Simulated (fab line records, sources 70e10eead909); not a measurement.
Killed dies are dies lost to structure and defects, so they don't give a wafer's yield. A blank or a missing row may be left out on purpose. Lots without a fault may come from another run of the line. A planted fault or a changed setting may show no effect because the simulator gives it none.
Chamber matching | flow nand_harc | NHARC_A_CONTACT_ETCH_88 on rie_diel-03: 4 sister chambers
The step etches the open film in CF4, target depth 39 nm, time 65 s. 8 wafers are shown with their chamber, then 9 later ones without.

WAFERS WITH THEIR CHAMBER
wafer  | chamber | showerhead_plenum_p_Torr (Torr) | drypump_motor_current_A (A)
L080.3 | 1       | 1.88                            | 5.6
L082.1 | 3       | 1.82                            | 6.3
L082.5 | 0       | 1.67                            | 5.4
L084.1 | 0       | 1.67                            | 5.4
L084.5 | 2       | 1.82                            | 5.3
L091.2 | 1       | 1.87                            | 5.5
L091.4 | 3       | 1.82                            | 6.4
L091.6 | 2       | 1.82                            | 5.4

WAFERS WITHOUT THEIR CHAMBER
wafer  | showerhead_plenum_p_Torr (Torr) | drypump_motor_current_A (A)
L095.2 | 1.87                            | 5.6
L095.4 | 1.82                            | 6.4
L095.6 | 1.82                            | 5.4
L089.1 | 1.66                            | 5.4
L089.3 | 1.82                            | 5.4
L089.6 | 1.82                            | 6.3
L096.2 | 1.82                            | 5.4
L096.3 | 1.87                            | 5.5
L096.5 | 1.82                            | 5.4

WHICH CHAMBER EACH WENT THROUGH
wafer  | from the rows above | in truth
L095.2 | 1                   | 1
L095.4 | 3                   | 3
L095.6 | 2                   | 2
L089.1 | 0                   | 0
L089.3 | 2                   | 2
L089.6 | 3                   | 3
L096.2 | 2                   | 2
L096.3 | 1                   | 1
L096.5 | 2                   | 2
Placed correctly: 9 of 9. Can't be placed from these rows: 0. Placed wrongly: 0.
How it was worked out, from the rows above alone: a wafer's distance from a chamber is the root of the sum, over the readings, of the square of ((its reading less the chamber's mean) divided by the reading's scatter). The wafer belongs to the nearest chamber; if the next one is less than 2 further off, it can't be placed. A chamber's mean is the mean of its shown wafers. The scatter: the root of (the sum of the squares of (reading less its chamber's mean) over the shown wafers, divided by (wafers less chambers)).
